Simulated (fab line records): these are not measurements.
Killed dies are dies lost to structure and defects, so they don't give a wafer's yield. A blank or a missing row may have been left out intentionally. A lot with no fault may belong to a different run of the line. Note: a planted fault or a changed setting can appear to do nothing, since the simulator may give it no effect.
fab line records	flow nandHarc
record: lots: 24	wafers: 72	lastDay: 32
route steps=1302 shown A_WL_FILL@982 A_CONTACT@985
lots that met no fault: from a run of the same line without faults
startH: start of the lot's first displayed wafer, in hours after the record's first day	waitH: hours elapsed since this lot's preceding step	" as in the row above	L1.1+2: one row covering several wafers at once	- no value, or no start given	* or withheld: withheld	< > ~ a bound
route shown NAME@n: NAME is a module with steps in the file, n the number in the route of the first one	usual: the fault-free wafers' mean and standard deviation	same: alike in all rows	chamber/n: place in a boat	sites: per-site readings	_std_site: standard deviation of those values	_edge_site: inner sites' mean taken away from outer sites' mean	radiusMm: for every site, how far away it sits from the centre of the wafer	mask NAME#n: copy n	behind: tool/chamber where the wafer was last shaped	hold: cause of the lot's hold/its duration in hours/its outcome	device: the transistor (n, p or np) that didn't switch	end of line: at the end of the route, the tests of the same wafers	a step given without rows: its recipe and nothing more	killed: not the wafer's yield, but the dies lost to structure and defects at the first sort	map: per-die view of a wafer (x killed, . not killed, _ where there is no die)
set.NAME: the setting that was run; set.NAME@STEP: the one run at that earlier step	model.NAME: the simulator's own value behind a step, which no gauge read
steps of the route over a sample of lots; a table a step, a row a wafer
services: the hour from which a tool's chamber was out of use, counted from the record's first day as startH (under 0 if before that day), plus the number of hours and why
== steps ==
step: NHARC_A_WL_FILL_INSPECT_15
usual: rawDefectCount: 482/140
lot.wafer	tool	chamber	startH	waitH	rawDefectCount
L075.2	defectInspect-01	-	491.54	0.0	512
L075.5	"	-	"	"	634
L075.6	"	-	"	"	843
L074.2	defectInspect-01	-	499.10	0.0	462
L074.3	"	-	"	"	408
L074.4	"	-	"	"	373
L076.2	defectInspect-02	-	502.20	0.0	442
L076.3	"	-	"	"	570
L076.6	"	-	"	"	686
L079.1	defectInspect-02	-	513.14	0.0	575
L079.3	"	-	"	"	480
L079.6	"	-	"	"	430
L077.2	defectInspect-02	-	513.15	0.0	383
L077.3	"	-	"	"	630
L077.4	"	-	"	"	408
L078.3	defectInspect-01	-	522.41	0.0	676
L078.4	"	-	"	"	765
L078.6	"	-	"	"	519
L081.1	defectInspect-01	-	547.87	0.0	663
L081.3	"	-	"	"	736
L081.5	"	-	"	"	461
L080.2	defectInspect-01	-	548.04	0.0	384
L080.3	"	-	"	"	557
L080.5	"	-	"	"	509
L082.2	defectInspect-02	-	564.24	0.0	540
L082.4	"	-	"	"	488
L082.5	"	-	"	"	591
L083.1	defectInspect-02	-	577.35	0.0	458
L083.3	"	-	"	"	396
L083.4	"	-	"	"	477
L084.1	defectInspect-01	-	577.38	0.0	369
L084.3	"	-	"	"	404
L084.4	"	-	"	"	445
L085.3	defectInspect-02	-	589.09	0.0	391
L085.5	"	-	"	"	388
L085.6	"	-	"	"	402
L086.1	defectInspect-02	-	604.29	0.0	480
L086.4	"	-	"	"	433
L086.6	"	-	"	"	384
L087.1	defectInspect-02	-	604.30	0.0	339
L087.4	"	-	"	"	267
L087.6	"	-	"	"	350
L088.1	defectInspect-01	-	620.06	0.0	394
L088.4	"	-	"	"	663
L088.6	"	-	"	"	613
L089.4	defectInspect-02	-	631.97	0.0	543
L089.5	"	-	"	"	1001
L089.6	"	-	"	"	397
L090.3	defectInspect-02	-	648.97	0.0	499
L090.4	"	-	"	"	488
L090.5	"	-	"	"	470
L092.1	defectInspect-02	-	657.12	0.0	364
L092.3	"	-	"	"	337
L092.5	"	-	"	"	344
L091.3	defectInspect-02	-	657.30	0.0	567
L091.4	"	-	"	"	408
L091.5	"	-	"	"	502
L093.2	defectInspect-02	-	675.99	0.0	516
L093.3	"	-	"	"	451
L093.6	"	-	"	"	377
L095.2	defectInspect-02	-	681.29	0.0	464
L095.3	"	-	"	"	421
L095.5	"	-	"	"	420
L094.1	defectInspect-02	-	681.30	0.0	473
L094.3	"	-	"	"	388
L094.4	"	-	"	"	484
L096.3	defectInspect-02	-	681.46	0.1	347
L096.5	"	-	"	"	447
L096.6	"	-	"	"	369
L097.1	defectInspect-02	-	701.68	0.0	304
L097.3	"	-	"	"	341
L097.4	"	-	"	"	473
step: NHARC_A_CONTACT_DEP_28
recipe: targetThkA: 70000	tempC: 400	material: aC
usual: throttleValvePct: 35.000/0.0088
lot.wafer	tool	chamber	startH	waitH	throttleValvePct
L075.2	aclDep-02	0	493.21	1.0	34.982
L075.5	"	0	495.33	3.2	34.991
L075.6	"	0	"	"	35.013
L074.2	aclDep-03	0	500.83	1.1	34.995
L074.3	"	0	"	"	35.004
L074.4	"	0	"	"	34.991
L076.2	aclDep-03	0	505.04	2.2	34.994
L076.3	"	0	"	"	35.003
L076.6	"	0	507.88	5.1	35.004
L079.1	aclDep-01	0	513.81	0.1	34.988
L079.3	"	0	515.22	1.5	34.987
L079.6	"	0	517.34	3.6	34.989
L077.2	aclDep-03	0	516.29	2.4	35.009
L077.3	"	0	"	"	35.008
L077.4	"	0	"	"	34.980
L078.3	aclDep-03	0	525.52	2.5	35.000
L078.4	"	0	"	"	35.001
L078.6	"	0	527.65	4.6	35.003
L081.1	aclDep-03	0	548.55	0.1	35.007
L081.3	"	0	549.97	1.5	34.992
L081.5	"	0	551.39	2.9	35.012
L080.2	aclDep-01	0	549.81	1.0	34.994
L080.3	"	0	"	"	35.003
L080.5	"	0	551.92	3.2	34.996
L082.2	aclDep-01	0	567.03	2.2	34.988
L082.4	"	0	568.44	3.6	34.987
L082.5	"	0	"	"	35.009
L083.1	aclDep-01	0	578.02	0.1	34.997
L083.3	"	0	579.45	1.5	34.996
L083.4	"	0	"	"	35.002
L084.1	aclDep-02	0	578.59	0.6	34.999
L084.3	"	0	580.00	2.0	35.020
L084.4	"	0	"	"	35.003
L085.3	aclDep-01	0	591.45	1.7	34.986
L085.5	"	0	592.85	3.1	34.998
L085.6	"	0	"	"	34.998
L087.1	aclDep-01	0	605.48	0.6	34.999
L087.4	"	0	607.63	2.7	34.995
L087.6	"	0	609.07	4.2	35.008
L086.1	aclDep-03	0	607.39	2.5	34.989
L086.4	"	0	609.50	4.6	35.003
L086.6	"	0	610.91	6.0	34.993
L088.1	aclDep-03	0	624.74	4.1	35.000
L088.4	"	0	626.90	6.2	34.978
L088.6	"	0	628.34	7.7	34.996
L089.4	aclDep-03	0	634.92	2.3	34.977
L089.5	"	0	"	"	34.997
L089.6	"	0	"	"	35.009
L090.3	aclDep-01	0	651.51	1.9	34.991
L090.4	"	0	"	"	34.994
L090.5	"	0	"	"	35.010
L092.1	aclDep-01	0	657.78	0.1	34.999
L092.3	"	0	659.20	1.5	35.008
L092.5	"	0	660.61	2.9	34.991
L091.3	aclDep-02	0	661.04	2.9	34.995
L091.4	"	0	"	"	34.982
L091.5	"	0	"	"	34.996
L093.2	aclDep-03	0	677.38	0.8	35.003
L093.3	"	0	"	"	35.004
L093.6	"	0	680.25	3.6	35.001
L094.1	aclDep-02	0	684.72	2.8	35.013
L094.3	"	0	686.15	4.2	34.995
L094.4	"	0	"	"	35.004
L095.2	aclDep-03	0	685.38	3.5	35.012
L095.3	"	0	"	"	35.001
L095.5	"	0	687.49	5.6	35.000
L096.3	aclDep-01	0	687.37	5.3	34.989
L096.5	"	0	688.78	6.7	35.006
L096.6	"	0	"	"	34.997
L097.1	aclDep-02	0	702.40	0.1	34.999
L097.3	"	0	703.79	1.4	35.009
L097.4	"	0	"	"	34.996
step: NHARC_A_CONTACT_ETCH_49
recipe: targetDepthA: 2600	overEtchFrac: 0.3	timeS: 475.3	ionEnergyEv: 200	n2FlowSccm: 150	h2FlowSccm: 150	arFlowSccm: 0	rfW: 400	biasW: 150	chemistry: N2/H2
usual: chamberPressureMTorr: 29.997/0.027	drypumpMotorCurrentA: 5.7/0.48	mfcArSccm: 0.015/0.017	oesProductAu: 1.004/0.013	rfVppV: 431.4/2.5	showerheadPlenumPTorr: 2.07/0.085	throttleValvePct: 14.171/0.0096
lot.wafer	tool	chamber	startH	waitH	chamberPressureMTorr	drypumpMotorCurrentA	mfcArSccm	oesProductAu	rfHoursCounterH	rfVppV	showerheadPlenumPTorr	throttleValvePct
L075.2	rieDiel-01	1	-	-	29.925	5.3	0.021	0.994	39	436.0	2.20	14.194
L075.6	"	3	"	"	30.002	5.7	0	0.984	-	429.5	2.01	14.175
L075.5	"	0	"	"	30.033	5.9	0.017	1.031	-	432.2	2.11	14.150
L074.2	rieDiel-01	1	-	-	30.049	5.2	0.021	0.983	42	435.6	2.20	14.169
L074.3	"	3	"	"	30.063	5.7	0	0.995	41	430.0	2.00	14.170
L074.4	"	0	"	"	29.995	5.8	0.017	1.025	35	432.2	2.11	14.182
L076.2	rieDiel-04	0	-	-	29.992	5.5	0	0.974	23	432.1	2.12	14.152
L076.3	"	1	"	"	29.995	6.0	0.042	1.019	22	427.5	2.00	14.168
L076.6	"	3	"	"	30.010	5.2	0	1.008	-	427.6	1.97	14.158
L079.3	rieDiel-01	2	-	-	30.021	6.7	0	1.017	42	433.0	2.16	14.165
L079.1	"	3	"	"	29.998	5.7	0	0.976	46	428.9	2.00	14.166
L079.6	"	1	"	"	30.007	5.2	0.021	0.996	-	435.8	2.20	14.163
L077.2	rieDiel-01	3	-	-	30.008	5.7	0	0.995	47	428.2	2.00	14.164
L077.4	"	0	"	"	29.968	5.8	0.017	1.019	42	431.9	2.10	14.184
L077.3	"	2	"	"	29.994	6.7	0	1.019	43	434.8	2.16	14.173
L078.3	rieDiel-04	2	-	-	30.030	6.1	0.034	1.033	31	433.5	2.17	14.148
L078.4	"	1	"	"	30.028	6.0	0.042	1.011	27	429.3	2.00	14.173
L078.6	"	2	"	"	30.015	6.1	0.034	1.033	-	433.1	2.17	14.168
L081.3	rieDiel-04	3	-	-	29.971	5.2	0	1.000	2	428.2	1.97	14.166
L081.1	"	1	"	"	30.008	5.9	0.042	1.010	2	429.1	2.00	14.165
L081.5	"	3	"	"	29.999	5.2	0	0.990	-	428.6	1.97	14.179
L080.3	rieDiel-04	0	-	-	29.957	5.5	0	1.015	2	433.8	2.12	14.174
L080.2	"	3	"	"	29.971	5.2	0	0.997	2	429.0	1.97	14.181
L080.5	"	1	"	"	30.010	5.9	0.042	1.020	-	428.3	2.00	14.183
L082.4	rieDiel-04	0	-	-	29.978	5.5	0	1.007	6	433.9	2.12	14.168
L082.2	"	1	"	"	29.990	5.9	0.042	0.998	6	429.4	2.00	14.172
L082.5	"	0	"	"	30.050	5.5	0	1.004	-	433.0	2.12	14.178
L083.1	rieDiel-11	3	-	-	30.014	5.5	0	1.019	49	428.9	1.98	14.175
L083.3	"	1	"	"	30.000	4.9	0	0.967	39	435.4	2.20	14.162
L083.4	"	2	"	"	29.990	5.9	0	0.980	44	430.2	2.01	14.166
L084.1	rieDiel-04	1	-	-	29.982	6.0	0.042	1.002	8	429.3	2.00	14.175
L084.4	"	2	"	"	30.014	6.1	0.034	1.014	7	432.9	2.16	14.175
L084.3	"	3	"	"	29.979	5.2	0	0.995	8	428.6	1.97	14.159
L085.3	rieDiel-04	1	-	-	29.974	6.0	0.042	0.996	11	428.8	2.00	14.173
L085.5	"	1	"	"	29.991	6.0	0.042	0.996	-	430.1	2.00	14.178
L085.6	"	2	"	"	29.990	6.1	0.034	0.998	-	434.4	2.16	14.175
L087.1	rieDiel-01	1	-	-	29.956	5.3	0.021	0.984	11	433.8	2.19	14.172
L087.4	"	0	"	"	30.017	5.8	0.017	0.984	14	432.0	2.09	14.183
L087.6	"	2	"	"	29.963	6.7	0	1.015	-	433.8	2.15	14.153
L086.1	rieDiel-04	0	-	-	29.990	5.5	0	1.015	16	433.1	2.11	14.177
L086.4	"	1	"	"	29.973	6.0	0.042	1.003	15	430.2	1.99	14.165
L086.6	"	3	"	"	29.975	5.2	0	0.987	-	427.8	1.97	14.174
L088.1	rieDiel-04	2	-	-	29.996	6.1	0.034	1.003	18	433.5	2.16	14.171
L088.4	"	3	"	"	29.988	5.2	0	0.990	13	429.2	1.97	14.176
L088.6	"	1	"	"	30.051	6.0	0.042	1.006	-	428.0	1.99	14.164
L089.4	rieDiel-04	2	-	-	29.980	6.1	0.034	1.008	-	435.4	2.16	14.191
L089.6	"	3	"	"	29.995	5.2	0	0.995	-	428.8	1.97	14.175
L089.5	"	1	"	"	30.001	6.0	0.042	1.003	-	429.6	1.99	14.175
L090.4	rieDiel-04	1	-	-	29.968	5.9	0.042	0.989	23	427.7	1.99	14.163
L090.3	"	2	"	"	29.991	6.1	0.034	1.013	22	434.9	2.16	14.186
L090.5	"	1	"	"	30.054	6.0	0.042	0.997	-	430.5	1.99	14.177
L092.3	rieDiel-04	1	-	-	30.025	6.0	0.042	1.003	25	429.5	1.99	14.168
L092.1	"	2	"	"	29.946	6.1	0.034	1.010	24	432.3	2.16	14.157
L092.5	"	0	"	"	29.992	5.5	0	1.011	-	432.2	2.11	14.177
L091.3	rieDiel-11	3	-	-	29.987	5.5	0	1.027	16	427.1	1.97	14.169
L091.4	"	1	"	"	29.954	4.9	0	0.999	12	434.3	2.20	14.177
L091.5	"	0	"	"	30.018	4.7	0.008	0.995	-	428.9	1.97	14.167
L093.2	rieDiel-04	3	-	-	30.001	5.2	0	0.995	23	428.1	1.97	14.172
L093.3	"	1	"	"	29.965	5.9	0.042	1.011	30	430.0	1.99	14.186
L093.6	"	3	"	"	30.011	5.2	0	0.993	-	429.0	1.96	14.175
L095.2	rieDiel-01	2	-	-	30.041	6.7	0	1.005	38	432.6	2.14	14.187
L095.3	"	0	"	"	30.047	5.9	0.017	1.017	37	431.2	2.09	14.159
L095.5	"	1	"	"	30.036	5.2	0.021	0.992	-	435.2	2.18	14.169
L094.4	rieDiel-04	3	-	-	30.015	5.2	0	0.993	24	428.2	1.96	14.165
L094.3	"	0	"	"	29.990	5.5	0	1.007	29	433.0	2.11	14.162
L094.1	"	2	"	"	30.005	6.1	0.034	1.001	29	433.6	2.15	14.172
L096.3	rieDiel-11	3	-	-	29.998	5.5	0	1.022	22	428.1	1.97	14.168
L096.6	"	3	"	"	30.036	5.5	0	1.031	-	428.8	1.97	14.166
L096.5	"	0	"	"	30.011	4.7	0.008	0.995	-	429.4	1.97	14.162
L097.1	rieDiel-04	2	-	-	29.980	6.1	0.034	1.012	33	433.3	2.15	14.173
L097.4	"	3	"	"	29.983	5.2	0	0.985	28	430.1	1.96	14.172
L097.3	"	1	"	"	30.018	5.9	0.042	1.007	35	428.9	1.99	14.168
step: NHARC_A_CONTACT_ETCH_51
recipe: targetDepthA: 70000	overEtchFrac: 0.3	timeS: 1820	ionEnergyEv: 150	o2FlowSccm: 400	cosFlowSccm: 20	arFlowSccm: 0	rfW: 500	biasW: 300	chemistry: O2/COS
usual: chamberPressureMTorr: 19.998/0.018	drypumpMotorCurrentA: 5.7/0.45	mfcArSccm: 0.015/0.017	oesProductAu: 1.004/0.013	rfVppV: 314.8/1.8	showerheadPlenumPTorr: 3.16/0.12	throttleValvePct: 28.331/0.0095
lot.wafer	tool	chamber	startH	waitH	chamberPressureMTorr	drypumpMotorCurrentA	mfcArSccm	oesProductAu	rfHoursCounterH	rfVppV	showerheadPlenumPTorr	throttleValvePct
L075.2	rieDiel-01	0	-	-	19.999	5.8	0.017	1.030	32	314.9	3.22	28.328
L075.5	"	0	"	"	19.997	5.8	0.017	1.022	-	316.0	3.22	28.345
L075.6	"	1	"	"	20.016	5.3	0.021	0.989	-	316.7	3.35	28.348
L074.4	rieDiel-01	1	-	-	19.986	5.3	0.021	0.992	42	317.1	3.35	28.309
L074.3	"	2	"	"	20.009	6.7	0	1.009	38	317.6	3.30	28.320
L074.2	"	3	"	"	20.025	5.7	0	0.984	42	313.8	3.07	28.325
L076.3	rieDiel-04	3	-	-	19.999	5.2	0	1.012	27	313.7	3.03	28.344
L076.2	"	1	"	"	19.980	6.0	0.042	1.018	22	314.0	3.07	28.340
L076.6	"	3	"	"	19.972	5.2	0	1.020	-	313.3	3.03	28.338
L079.1	rieDiel-01	3	-	-	19.981	5.7	0	0.984	46	313.3	3.07	28.325
L079.3	"	1	"	"	20.002	5.3	0.021	0.991	48	317.8	3.35	28.323
L079.6	"	0	"	"	20.006	5.9	0.017	1.016	-	314.7	3.21	28.323
L077.3	rieDiel-01	0	-	-	20.002	5.8	0.017	1.018	42	316.4	3.21	28.321
L077.4	"	1	"	"	20.006	5.3	0.021	0.993	49	317.2	3.35	28.319
L077.2	"	2	"	"	20.001	6.7	0	1.013	43	315.8	3.29	28.325
L078.4	rieDiel-04	1	-	-	19.998	6.0	0.042	1.014	27	312.7	3.07	28.321
L078.3	"	0	"	"	20.014	5.5	0	0.985	29	316.7	3.24	28.334
L078.6	"	1	"	"	19.980	6.0	0.042	1.011	-	314.1	3.07	28.336
L081.1	rieDiel-04	2	-	-	19.994	6.1	0.034	1.019	2	315.9	3.30	28.325
L081.3	"	0	"	"	20.031	5.5	0	1.004	3	316.3	3.23	28.334
L081.5	"	2	"	"	20.008	6.1	0.034	1.018	-	316.4	3.30	28.336
L080.3	rieDiel-04	0	-	-	19.994	5.5	0	1.000	3	313.9	3.23	28.346
L080.2	"	2	"	"	20.013	6.1	0.034	1.014	3	316.6	3.30	28.330
L080.5	"	1	"	"	20.005	6.0	0.042	1.016	-	315.6	3.06	28.313
L082.4	rieDiel-04	1	-	-	19.994	6.0	0.042	1.000	6	314.5	3.06	28.329
L082.2	"	2	"	"	20.016	6.1	0.034	1.004	5	315.4	3.30	28.337
L082.5	"	3	"	"	20.008	5.2	0	0.996	-	313.5	3.03	28.340
L083.4	rieDiel-11	1	-	-	19.999	4.9	0	0.968	39	318.0	3.35	28.338
L083.1	"	2	"	"	20.004	6.0	0	0.979	45	314.2	3.08	28.325
L083.3	"	0	"	"	19.994	4.7	0.008	1.008	49	312.9	3.04	28.338
L084.1	rieDiel-04	1	-	-	19.976	6.0	0.042	1.011	9	312.5	3.06	28.336
L084.3	"	2	"	"	19.986	6.1	0.034	1.023	7	317.2	3.29	28.310
L084.4	"	3	"	"	19.986	5.2	0	0.993	8	314.2	3.02	28.328
L085.3	rieDiel-04	0	-	-	19.999	5.5	0	1.010	12	315.4	3.23	28.310
L085.6	"	1	"	"	20.018	5.9	0.042	1.007	-	315.0	3.06	28.335
L085.5	"	2	"	"	20.052	6.1	0.034	1.016	-	316.5	3.29	28.343
L087.1	rieDiel-01	3	-	-	20.010	5.7	0	0.994	14	312.9	3.06	28.342
L087.4	"	1	"	"	20.002	5.3	0.021	0.982	11	316.9	3.33	28.320
L087.6	"	0	"	"	19.999	5.8	0.017	0.986	-	315.9	3.20	28.348
L086.1	rieDiel-04	0	-	-	19.937	5.5	0	1.013	16	316.4	3.23	28.328
L086.4	"	3	"	"	20.004	5.2	0	0.991	11	311.6	3.02	28.337
L086.6	"	0	"	"	20.011	5.5	0	1.007	-	314.4	3.23	28.337
L088.4	rieDiel-04	1	-	-	19.983	6.0	0.042	1.010	20	314.1	3.06	28.320
L088.1	"	2	"	"	19.994	6.1	0.034	1.005	18	317.6	3.29	28.330
L088.6	"	0	"	"	19.974	5.5	0	1.006	-	315.1	3.22	28.348
L089.5	rieDiel-04	2	-	-	20.001	6.1	0.034	1.030	-	315.9	3.29	28.311
L089.4	"	3	"	"	19.988	5.2	0	1.006	-	311.1	3.02	28.315
L089.6	"	1	"	"	19.990	6.0	0.042	1.007	-	315.0	3.06	28.337
L090.4	rieDiel-04	2	-	-	20.028	6.1	0.034	1.023	22	317.8	3.29	28.330
L090.3	"	0	"	"	20.005	5.5	0	1.010	22	315.8	3.22	28.340
L090.5	"	1	"	"	19.964	6.0	0.042	0.996	-	314.0	3.05	28.334
L092.1	rieDiel-04	0	-	-	20.015	5.5	0	1.005	24	315.1	3.22	28.333
L092.3	"	1	"	"	19.975	6.0	0.042	1.000	26	311.8	3.05	28.328
L092.5	"	0	"	"	19.993	5.5	0	0.998	-	315.7	3.22	28.315
L091.3	rieDiel-11	2	-	-	19.981	5.9	0	1.013	12	313.7	3.07	28.341
L091.4	"	3	"	"	19.993	5.5	0	1.031	17	312.7	3.02	28.344
L091.5	"	3	"	"	19.985	5.5	0	1.023	-	313.6	3.02	28.328
L093.3	rieDiel-04	0	-	-	19.990	5.5	0	1.010	28	315.2	3.22	28.341
L093.2	"	1	"	"	19.956	6.0	0.042	0.999	30	313.5	3.05	28.338
L093.6	"	3	"	"	20.009	5.2	0	0.998	-	314.1	3.02	28.324
L095.3	rieDiel-01	2	-	-	20.000	6.7	0	1.005	39	316.2	3.27	28.330
L095.2	"	0	"	"	19.978	5.8	0.017	1.004	37	315.6	3.19	28.331
L095.5	"	3	"	"	19.982	5.7	0	1.013	-	313.0	3.05	28.333
L094.1	rieDiel-04	3	-	-	20.013	5.2	0	0.998	25	313.6	3.02	28.342
L094.3	"	0	"	"	20.015	5.5	0	1.011	29	315.5	3.22	28.319
L094.4	"	1	"	"	19.992	6.0	0.042	1.012	31	311.3	3.05	28.333
L096.3	rieDiel-11	0	-	-	19.991	4.7	0.008	1.002	27	311.6	3.02	28.337
L096.5	"	1	"	"	20.006	4.9	0	1.007	-	316.3	3.34	28.323
L096.6	"	2	"	"	19.996	5.9	0	1.011	-	313.7	3.07	28.330
L097.4	rieDiel-04	0	-	-	19.995	5.5	0	0.998	33	314.8	3.22	28.327
L097.1	"	1	"	"	19.975	6.0	0.042	1.001	35	313.1	3.05	28.330
L097.3	"	2	"	"	19.990	6.1	0.034	1.004	33	316.6	3.28	28.340
step: NHARC_A_CONTACT_ETCH_111
recipe: sourceW: withheld	pressureMtorr: 20	biasV: withheld	timeS: 140	targetDepthA: 7000	arFlowSccm: withheld	c4f8FlowSccm: withheld	o2FlowSccm: withheld	chemistry: C4F8/O2/Ar
usual: chamberPressureMTorr: 20.000/0.016
lot.wafer	tool	chamber	startH	waitH	chamberPressureMTorr	rfHoursCounterH
L075.2	harCapEtch-03	0	499.59	-	20.019	35
L075.6	"	1	"	"	20.029	-
L075.5	"	0	"	"	19.959	-
L074.2	harCapEtch-03	1	507.08	-	20.012	37
L074.4	"	1	"	"	20.004	-
L074.3	"	0	"	"	19.990	-
L076.2	harCapEtch-03	0	512.12	-	19.996	40
L076.3	"	0	"	"	20.010	-
L076.6	"	0	"	"	20.024	-
L079.1	harCapEtch-01	0	520.83	-	20.032	2
L079.3	"	1	"	"	20.015	-
L079.6	"	1	"	"	20.015	-
L077.2	harCapEtch-03	0	522.45	-	20.028	44
L077.3	"	1	"	"	19.996	-
L077.4	"	0	"	"	19.986	-
L078.4	harCapEtch-01	1	531.22	-	20.023	-
L078.3	"	0	"	"	20.022	-
L078.6	"	0	"	"	19.992	-
L081.1	harCapEtch-03	1	556.17	-	20.005	50
L081.3	"	1	"	"	19.992	-
L081.5	"	1	"	"	20.023	-
L080.2	harCapEtch-01	1	557.04	-	19.990	11
L080.3	"	0	"	"	19.985	-
L080.5	"	0	"	"	19.993	-
L082.2	harCapEtch-01	0	573.18	-	20.017	14
L082.4	"	0	"	"	20.010	-
L082.5	"	1	"	"	19.970	-
L083.1	harCapEtch-01	0	585.05	-	19.963	16
L083.4	"	0	"	"	19.985	-
L083.3	"	1	"	"	19.986	-
L084.1	harCapEtch-03	1	585.57	-	20.001	56
L084.4	"	1	"	"	19.989	-
L084.3	"	0	"	"	20.022	-
L085.3	harCapEtch-02	1	597.45	-	20.005	-
L085.6	"	1	"	"	20.006	-
L085.5	"	0	"	"	19.988	-
L087.1	harCapEtch-01	1	612.46	-	20.014	21
L087.4	"	1	"	"	20.006	-
L087.6	"	1	"	"	20.010	-
L086.1	harCapEtch-03	1	614.36	-	19.985	61
L086.4	"	1	"	"	19.979	-
L086.6	"	0	"	"	19.974	-
L088.1	harCapEtch-02	1	631.88	-	19.995	112
L088.4	"	0	"	"	19.989	-
L088.6	"	1	"	"	20.005	-
L089.4	harCapEtch-01	0	640.32	-	20.013	-
L089.5	"	1	"	"	19.971	-
L089.6	"	0	"	"	19.985	-
L090.4	harCapEtch-02	1	657.03	-	20.012	-
L090.3	"	0	"	"	19.998	-
L090.5	"	0	"	"	20.005	-
L092.1	harCapEtch-01	0	664.83	-	20.006	31
L092.3	"	0	"	"	20.015	-
L092.5	"	0	"	"	20.002	-
L091.3	harCapEtch-02	1	666.92	-	20.007	-
L091.4	"	0	"	"	19.991	-
L091.5	"	0	"	"	19.994	-
L093.2	harCapEtch-01	1	683.73	-	19.994	35
L093.3	"	0	"	"	19.998	-
L093.6	"	1	"	"	19.998	-
L095.2	harCapEtch-02	0	691.53	-	19.993	123
L095.3	"	0	"	"	19.996	-
L095.5	"	0	"	"	19.970	-
L094.1	harCapEtch-01	1	691.84	-	19.961	37
L094.4	"	1	"	"	19.981	-
L094.3	"	0	"	"	19.998	-
L096.3	harCapEtch-03	1	693.07	-	19.989	-
L096.5	"	1	"	"	19.988	-
L096.6	"	0	"	"	19.991	-
L097.1	harCapEtch-03	0	709.20	-	20.013	78
L097.4	"	0	"	"	19.988	-
L097.3	"	1	"	"	20.012	-
step: NHARC_A_CONTACT_ETCH_120
recipe: sourceW: withheld	pressureMtorr: 20	biasV: 3000	timeS: 190	targetDepthA: 18500	arFlowSccm: withheld	c4f8FlowSccm: withheld	o2FlowSccm: withheld	chemistry: C4F8/O2/Ar
usual: chamberPressureMTorr: 19.999/0.018
lot.wafer	tool	chamber	startH	waitH	chamberPressureMTorr	rfHoursCounterH
L075.2	harCapEtch-03	0	501.16	0.1	19.986	36
L075.6	"	1	"	"	19.995	-
L075.5	"	0	"	"	19.999	-
L074.2	harCapEtch-03	1	508.65	0.1	20.019	39
L074.4	"	1	"	"	19.992	-
L074.3	"	0	"	"	20.028	-
L076.2	harCapEtch-03	0	513.69	0.1	19.997	41
L076.3	"	0	"	"	20.025	-
L076.6	"	0	"	"	20.003	-
L079.1	harCapEtch-01	0	522.39	0.1	20.006	3
L079.3	"	1	"	"	20.021	-
L079.6	"	1	"	"	19.998	-
L077.2	harCapEtch-03	0	524.01	0.1	19.973	45
L077.3	"	1	"	"	19.974	-
L077.4	"	0	"	"	20.025	-
L078.4	harCapEtch-01	1	532.78	0.1	19.981	-
L078.3	"	0	"	"	20.021	-
L078.6	"	0	"	"	20.011	-
L081.1	harCapEtch-03	1	557.75	0.1	19.981	52
L081.3	"	1	"	"	20.009	-
L081.5	"	1	"	"	19.998	-
L080.2	harCapEtch-01	1	558.61	0.1	20.003	13
L080.3	"	0	"	"	19.983	-
L080.5	"	0	"	"	19.990	-
L082.2	harCapEtch-01	0	574.75	0.1	19.988	15
L082.4	"	0	"	"	19.988	-
L082.5	"	1	"	"	20.027	-
L083.1	harCapEtch-01	0	586.63	0.1	19.997	17
L083.4	"	0	"	"	20.015	-
L083.3	"	1	"	"	19.987	-
L084.1	harCapEtch-03	1	587.13	0.1	19.997	57
L084.4	"	1	"	"	19.988	-
L084.3	"	0	"	"	19.981	-
L085.3	harCapEtch-02	1	599.00	0.1	19.979	-
L085.6	"	1	"	"	20.042	-
L085.5	"	0	"	"	19.990	-
L087.1	harCapEtch-01	1	614.03	0.1	20.019	23
L087.4	"	1	"	"	19.995	-
L087.6	"	1	"	"	19.990	-
L086.1	harCapEtch-03	1	615.93	0.1	19.985	63
L086.4	"	1	"	"	20.005	-
L086.6	"	0	"	"	20.019	-
L088.1	harCapEtch-02	1	633.44	0.1	20.010	113
L088.4	"	0	"	"	19.985	-
L088.6	"	1	"	"	20.011	-
L089.4	harCapEtch-01	0	641.89	0.1	19.974	-
L089.5	"	1	"	"	20.013	-
L089.6	"	0	"	"	19.986	-
L090.4	harCapEtch-02	1	658.59	0.1	19.974	-
L090.3	"	0	"	"	19.984	-
L090.5	"	0	"	"	20.019	-
L092.1	harCapEtch-01	0	666.40	0.1	19.974	32
L092.3	"	0	"	"	20.015	-
L092.5	"	0	"	"	19.990	-
L091.3	harCapEtch-02	1	668.47	0.1	20.004	-
L091.4	"	0	"	"	19.977	-
L091.5	"	0	"	"	20.017	-
L093.2	harCapEtch-01	1	685.30	0.1	19.978	36
L093.3	"	0	"	"	19.976	-
L093.6	"	1	"	"	20.027	-
L095.2	harCapEtch-02	0	693.09	0.1	19.974	125
L095.3	"	0	"	"	19.970	-
L095.5	"	0	"	"	19.997	-
L094.1	harCapEtch-01	1	693.41	0.1	20.005	38
L094.4	"	1	"	"	19.978	-
L094.3	"	0	"	"	19.975	-
L096.3	harCapEtch-03	1	694.63	0.1	19.991	-
L096.5	"	1	"	"	20.013	-
L096.6	"	0	"	"	19.988	-
L097.1	harCapEtch-03	0	710.76	0.1	20.009	79
L097.4	"	0	"	"	20.009	-
L097.3	"	1	"	"	20.006	-
== services ==
tool	chamber	startH	hours	kind
aclDep-03	-	480.41	13.0	pm
rieDiel-04	0	486.40	-	clean
rieDiel-04	1	486.40	-	clean
rieDiel-04	2	486.40	-	clean
rieDiel-04	3	486.40	-	clean
rieDiel-04	2	496.19	2.8	repair
harCapEtch-01	-	497.00	17.0	pm
rieDiel-04	1	498.93	8.8	repair
rieDiel-04	0	510.91	-	clean
rieDiel-04	3	524.19	1.3	repair
rieDiel-04	-	532.47	9.0	pm
aclDep-01	-	553.32	13.0	pm
rieDiel-04	2	556.39	3.3	repair
rieDiel-01	-	559.14	9.0	pm
rieDiel-04	3	593.28	13.2	repair
aclDep-02	-	605.36	13.0	pm
rieDiel-11	-	611.35	9.0	pm
harCapEtch-02	-	629.71	0.5	repair
rieDiel-04	0	636.13	3.6	repair
rieDiel-01	3	649.53	15.0	repair
aclDep-03	-	663.28	13.0	pm
rieDiel-01	0	670.29	4.2	repair
rieDiel-11	3	671.47	6.9	repair
rieDiel-04	-	709.72	9.0	pm
== key ==
fault none
